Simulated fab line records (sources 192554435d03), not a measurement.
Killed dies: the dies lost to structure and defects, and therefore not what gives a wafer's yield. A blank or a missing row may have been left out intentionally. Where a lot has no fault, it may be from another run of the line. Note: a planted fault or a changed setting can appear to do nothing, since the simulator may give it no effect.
8D (eight disciplines) problem report, filled in by code / flow n5Finfet / the parts of the form that need people (team, actions taken, sign-off) are left out

== 1. PROBLEM STATEMENT ==
On 2 wafers of 1 lot, cdNm at N5_BEOL_M11_CD_MEAS_28 has a mean of 64.2 nm; fault-free wafers read 70.3 nm, standard deviation 0.91. That is -6.8 standard deviations from the usual mean.
The step: target cd 70 nm.
First observed at day 15 09:49: wafer L662.4, on cdSem-03. At this step, 33 wafers from 11 lots have a number in the record. Rule for "out" (also "out of limits"): further than 4 standard deviations from the usual mean. The other wafers with a number count as sound.

== 2. WHAT IT IS AND WHAT IT IS NOT ==
question=which readings at this step | is=cdNm | is not=-
question=which lots | is=L662 | is not=L644, L645, L646, L651, L652, L653, L654, L657, L665, L666
question=which wafers of those lots | is=L662.4, L662.6 | is not=L662.5
question=read on which gauges | is=cdSem-03 | is not=cdSem-01, cdSem-02
question=when | is=from day 15 09:49 | is not=up to then (25 sound wafers); but 6 sound wafers of L665, L666 came after

== 3. WHAT RULES OUT EACH SUSPECT ==
Counting: if a tool at a process step up to the reading ran every lot that is out, it stays a suspect. Sound lots after the first of them don't rule it out here, since some wafers of a struck lot are sound.
- the gauge at N5_BEOL_M11_CD_MEAS_28: kept. All the wafers that are out were read on cdSem-03, and no step on other tools shows them out.
- rtpAnneal-01 at N5_BEOL_M10_ANNEAL_51 (time 90 s): kept. It processed L662, the lot that is out, at day 15 06:30, and its most recent sound lot before then was L657 at day 14 05:26.
- lithoTrack-03 at N5_BEOL_M11_PEB_26 (peb time 60 s): kept. It processed L662, the lot that is out, at day 15 09:45, and its most recent sound lot before then was L645 at day 11 04:16.
The count leaves rtpAnneal-01 at N5_BEOL_M10_ANNEAL_51, lithoTrack-03 at N5_BEOL_M11_PEB_26, and cdSem-03 at N5_BEOL_M11_CD_MEAS_28.

== 4. THE CAUSE (what the simulator had put in) ==
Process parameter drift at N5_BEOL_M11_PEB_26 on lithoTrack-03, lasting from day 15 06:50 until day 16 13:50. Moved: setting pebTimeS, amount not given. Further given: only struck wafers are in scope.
Counting left 3 suspects, and this tool is among them.

== 5. SEQUENCE OF EFFECTS, ordered by route ==
Each row: a reading where the mean over the struck wafers with a number is more than 3 standard deviations away from the usual. Only readings whose record carries a usual standard deviation are examined. hours: median over the lots of the time between each lot's start at the first step of this table that gives one and its start at this step. sigmas: the change, counted in usual standard deviations.
hours=0; step=N5_BEOL_M11_CD_MEAS_28; reading=cdNm; usual=70.3 nm; on struck wafers=64.2; change=-6.1; sigmas=-6.8

== 6. HOW IT WOULD HAVE BEEN CAUGHT EARLIER ==
Counted from the fault's start at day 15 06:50, it took 3 hours until the first out-of-limits reading at a measuring or inspecting step in this record, taken at day 15 09:49.
All the lots that are out (1) had begun N5_BEOL_M11_PEB_26 on lithoTrack-03 by day 15 09:49. Tool hold at that time: it would have spared none of them.
